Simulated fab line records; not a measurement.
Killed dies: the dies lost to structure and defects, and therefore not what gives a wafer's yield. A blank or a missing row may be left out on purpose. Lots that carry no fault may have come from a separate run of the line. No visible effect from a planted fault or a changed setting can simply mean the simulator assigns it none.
Which tool was responsible? + flow n5-finfet + 11 lots, 33 wafers sampled, at 5 steps of a route of 1938

## WHAT THE GAUGES SHOWED, per wafer
No reading from a measuring or inspecting step in the record can be judged against a usual standard deviation.

## EACH LOT AND THE TOOL THAT RAN IT (in order: tool; ch and the chambers of the sampled wafers; start)
| lot  | N5_BEOL_M12_SPUTTER_43       | N5_MIM_TOP_ETCH_PECVD_03        | N5_PASSIVATION_PRE_CLEAN_19  | N5_PASSIVATION_AL_ETCH_33         | N5_PASSIVATION_PROBE_49 |
|------|------------------------------|---------------------------------|------------------------------|-----------------------------------|-------------------------|
| L769 | pvd-sputter-02, day 11 03:12 | pecvd-01 ch 0,1, day 12 09:16   | pvd-sputter-01, day 12 12:08 | rie-metal-02 ch 0,1, day 12 13:02 | -                       |
| L768 | pvd-sputter-03, day 11 03:33 | pecvd-04 ch 0,2, day 12 13:16   | pvd-sputter-03, day 12 16:31 | rie-metal-01 ch 0, day 12 17:44   | -                       |
| L770 | pvd-sputter-01, day 11 06:52 | pecvd-01 ch 0,1,2, day 12 13:12 | pvd-sputter-03, day 12 17:32 | rie-metal-02 ch 0,1, day 12 18:26 | -                       |
| L771 | pvd-sputter-02, day 11 20:42 | pecvd-01 ch 0,1,2, day 13 02:35 | pvd-sputter-02, day 13 11:25 | rie-metal-03 ch 0,1, day 13 12:12 | -                       |
| L773 | pvd-sputter-03, day 12 11:50 | pecvd-01 ch 0,2, day 13 16:26   | pvd-sputter-03, day 13 20:46 | rie-metal-01 ch 0, day 13 21:43   | -                       |
| L775 | pvd-sputter-02, day 13 10:16 | pecvd-01 ch 0,1, day 14 08:38   | pvd-sputter-01, day 14 13:26 | rie-metal-02 ch 0,1, day 14 14:21 | -                       |
| L774 | pvd-sputter-01, day 13 10:19 | pecvd-04 ch 1,2, day 14 09:40   | pvd-sputter-03, day 14 13:16 | rie-metal-01 ch 0,1, day 14 14:19 | -                       |
| L778 | pvd-sputter-01, day 13 12:01 | pecvd-04 ch 0,1,2, day 14 14:41 | pvd-sputter-03, day 14 18:08 | rie-metal-01 ch 0,1, day 14 19:03 | -                       |
| L776 | pvd-sputter-01, day 13 13:06 | pecvd-01 ch 0,1,2, day 14 14:53 | pvd-sputter-03, day 14 17:47 | rie-metal-02 ch 0,1, day 14 18:39 | prober-02, day 15 00:20 |
| L777 | pvd-sputter-01, day 13 14:24 | pecvd-04 ch 0,2, day 14 14:55   | pvd-sputter-03, day 14 18:58 | rie-metal-01 ch 0,1, day 14 19:54 | prober-02, day 15 01:49 |
| L786 | pvd-sputter-03, day 15 10:45 | pecvd-02 ch 0,2, day 16 16:09   | pvd-sputter-01, day 16 19:58 | rie-metal-02 ch 0,1, day 16 20:52 | prober-01, day 17 01:47 |
- N5_BEOL_M12_SPUTTER_43: material TaN, target thk 15 nm, time 24.19 s.
- N5_MIM_TOP_ETCH_PECVD_03: deposits SiNx from SiH4/NH3/N2, target thk 20 nm, time 17.6 s.
- N5_PASSIVATION_PRE_CLEAN_19
- N5_PASSIVATION_AL_ETCH_33: etches Al in Cl2/BCl3, stops on TaN, target depth 2800 nm, time 466.7 s.
- N5_PASSIVATION_PROBE_49

## WHAT THE TOOLS THEMSELVES READ (means of the sampled wafers that have a number; where no wafer has one, the mark that the record gives instead)
N5_BEOL_M12_SPUTTER_43. Usual: bias-v 168.4 V, standard deviation 1.5; substrate-temp-c 50.02 C, standard deviation 0.11; throttle-valve-pct 30.2 %, standard deviation 0.66.
| lot  | tool           | bias-v (V) | substrate-temp-c (C) | throttle-valve-pct (%) | flag |
|------|----------------|------------|----------------------|------------------------|------|
| L769 | pvd-sputter-02 | 168.7      | 49.99                | 29.7                   |      |
| L768 | pvd-sputter-03 | 168.1      | 50.12                | 29.2                   |      |
| L770 | pvd-sputter-01 | 167.9      | 49.92                | 30.8                   |      |
| L771 | pvd-sputter-02 | 167.6      | 49.96                | 30.5                   |      |
| L773 | pvd-sputter-03 | 168.9      | 49.94                | 30.5                   |      |
| L775 | pvd-sputter-02 | 168.8      | 49.99                | 30.2                   |      |
| L774 | pvd-sputter-01 | 169.7      | 50.03                | 30.4                   |      |
| L778 | pvd-sputter-01 | 168.1      | 50.14                | 30.3                   |      |
| L776 | pvd-sputter-01 | 166.9      | 50.06                | 31.0                   |      |
| L777 | pvd-sputter-01 | 169.6      | 49.93                | 30.9                   |      |
| L786 | pvd-sputter-03 | 167.0      | 50.07                | 29.3                   |      |

N5_MIM_TOP_ETCH_PECVD_03. Usual: heater-power-w 755 W, standard deviation 97; showerhead-plenum-p-Torr 5.13 Torr, standard deviation 0.055; throttle-valve-pct 40.0 %, standard deviation 2.
| lot  | tool     | heater-power-w (W) | showerhead-plenum-p-Torr (Torr) | throttle-valve-pct (%) | flag |
|------|----------|--------------------|---------------------------------|------------------------|------|
| L769 | pecvd-01 | 726                | 5.17                            | 38.7                   |      |
| L768 | pecvd-04 | 658                | 5.18                            | 38.3                   |      |
| L770 | pecvd-01 | 764                | 5.14                            | 39.5                   |      |
| L771 | pecvd-01 | 770                | 5.14                            | 39.6                   |      |
| L773 | pecvd-01 | 850                | 5.10                            | 40.4                   |      |
| L775 | pecvd-01 | 732                | 5.18                            | 38.8                   |      |
| L774 | pecvd-04 | 670                | 5.14                            | 37.7                   |      |
| L778 | pecvd-04 | 700                | 5.13                            | 39.8                   |      |
| L776 | pecvd-01 | 793                | 5.13                            | 39.6                   |      |
| L777 | pecvd-04 | 775                | 5.16                            | 40.5                   |      |
| L786 | pecvd-02 | 728                | 5.12                            | 41.5                   |      |

N5_PASSIVATION_PRE_CLEAN_19. Usual: heater-power-w reads 463 W (standard deviation 47).
| lot  | tool           | heater-power-w (W) | flag |
|------|----------------|--------------------|------|
| L769 | pvd-sputter-01 | 455                |      |
| L768 | pvd-sputter-03 | 481                |      |
| L770 | pvd-sputter-03 | 506                |      |
| L771 | pvd-sputter-02 | 486                |      |
| L773 | pvd-sputter-03 | 440                |      |
| L775 | pvd-sputter-01 | 455                |      |
| L774 | pvd-sputter-03 | 475                |      |
| L778 | pvd-sputter-03 | 467                |      |
| L776 | pvd-sputter-03 | 450                |      |
| L777 | pvd-sputter-03 | 478                |      |
| L786 | pvd-sputter-01 | 419                |      |

N5_PASSIVATION_AL_ETCH_33. Usual: drypump-motor-current-A 5.96 A, standard deviation 0.29; he-backside-leak-sccm 3.30 sccm, standard deviation 0.26; oes-product-au 0.75 a.u., standard deviation 0.08; throttle-valve-pct 34.4 %, standard deviation 0.31.
| lot  | tool         | drypump-motor-current-A (A) | he-backside-leak-sccm (sccm) | oes-product-au (a.u.) | throttle-valve-pct (%) | flag |
|------|--------------|-----------------------------|------------------------------|-----------------------|------------------------|------|
| L769 | rie-metal-02 | 5.69                        | 3.32                         | 0.75                  | 34.8                   |      |
| L768 | rie-metal-01 | 6.27                        | 3.19                         | 0.67                  | 34.1                   |      |
| L770 | rie-metal-02 | 5.67                        | 3.37                         | 0.74                  | 34.8                   |      |
| L771 | rie-metal-03 | 6.05                        | 3.41                         | 0.75                  | 34.3                   |      |
| L773 | rie-metal-01 | 6.29                        | 3.18                         | 0.66                  | 34.2                   |      |
| L775 | rie-metal-02 | 5.57                        | 3.24                         | 0.86                  | 34.6                   |      |
| L774 | rie-metal-01 | 6.21                        | 3.35                         | 0.75                  | 34.2                   |      |
| L778 | rie-metal-01 | 6.22                        | 3.39                         | 0.75                  | 34.2                   |      |
| L776 | rie-metal-02 | 5.68                        | 3.27                         | 0.82                  | 34.8                   |      |
| L777 | rie-metal-01 | 6.23                        | 3.14                         | 0.70                  | 34.2                   |      |
| L786 | rie-metal-02 | 5.56                        | 3.27                         | 0.82                  | 34.6                   |      |

N5_PASSIVATION_PROBE_49. Usual: defect-limited-yield 91.3 %, standard deviation 1.7; killed_at_M0_to_M3 33, standard deviation 11; killed_at_M4_up 14, standard deviation 5.5; killed-at-contacts 13, standard deviation 6.5; killed-at-front-end 39, standard deviation 13; killed-at-other 3.4, standard deviation 2.9; killed-dies 103, standard deviation 20; killed-on-rim 14, standard deviation 4.3; killed-open 69, standard deviation 15; killed-short 32, standard deviation 8.1; sort_bin_5_function 5.1 %, standard deviation 1.1; sort_bin_6_memory 3.3 %, standard deviation 0.74; sort_bin_8_speed 0.00 %, standard deviation 0.014; sort-n-pass 1077, standard deviation 20; sort-yield-pct 91.3 %, standard deviation 1.7.
| lot  | tool      | defect-limited-yield (%) | killed_at_M0_to_M3 | killed_at_M4_up | killed-at-contacts | killed-at-front-end | killed-at-other | killed-dies | killed-on-rim | killed-open | killed-short | sort_bin_5_function (%) | sort_bin_6_memory (%) | sort_bin_8_speed (%) | sort-n-pass | sort-yield-pct (%) | flag |
|------|-----------|--------------------------|--------------------|-----------------|--------------------|---------------------|-----------------|-------------|---------------|-------------|--------------|-------------------------|-----------------------|----------------------|-------------|--------------------|------|
| L776 | prober-02 | 88.5                     | 34                 | 51              | 19                 | 30                  | 2.0             | 136         | 15            | 67          | 27           | 7.1                     | 3.4                   | 0.00                 | 1044        | 88.5               | OFF  |
| L777 | prober-02 | 88.0                     | 47                 | 56              | 8                  | 28                  | 2.0             | 142         | 13            | 62          | 38           | 7.3                     | 3.4                   | 0.00                 | 1038        | 88.0               | OFF  |
| L786 | prober-01 | 90.8                     | 30                 | 9               | 17                 | 45                  | 7.3             | 109         | 16            | 73          | 34           | 5.3                     | 3.5                   | 0.00                 | 1071        | 90.8               |      |

## THE ANSWER, worked out from the rows above alone
Rule: a lot counts as off when the mean over its wafers that have a number is more than 3 standard deviations away from the usual mean. Also off: a lot with no number at a reading for which 4 or more lots have one. The other lots that the step has rows for count as sound. First the gauges in route order, then the tools' own readings, where a lot's mean is used as printed above. The first step at which some lot is off is used, and at that step the reading that is off furthest; a lot without a number counts as furthest.
Off: L776, L777 (N5_PASSIVATION_PROBE_49, killed_at_M4_up). Neither off nor sound, because the step has no rows for them: L769, L768, L770, L771, L773, L775, L774, L778.
If a tool, at that step or one of the process steps before it, ran each lot that is off and ran no sound lot following the first of them, it fits. Can't be told from this: 3 tools fit, pvd-sputter-01 at N5_BEOL_M12_SPUTTER_43, pvd-sputter-03 at N5_PASSIVATION_PRE_CLEAN_19, prober-02 at N5_PASSIVATION_PROBE_49.

## WHAT THE SIMULATOR HAD INSERTED
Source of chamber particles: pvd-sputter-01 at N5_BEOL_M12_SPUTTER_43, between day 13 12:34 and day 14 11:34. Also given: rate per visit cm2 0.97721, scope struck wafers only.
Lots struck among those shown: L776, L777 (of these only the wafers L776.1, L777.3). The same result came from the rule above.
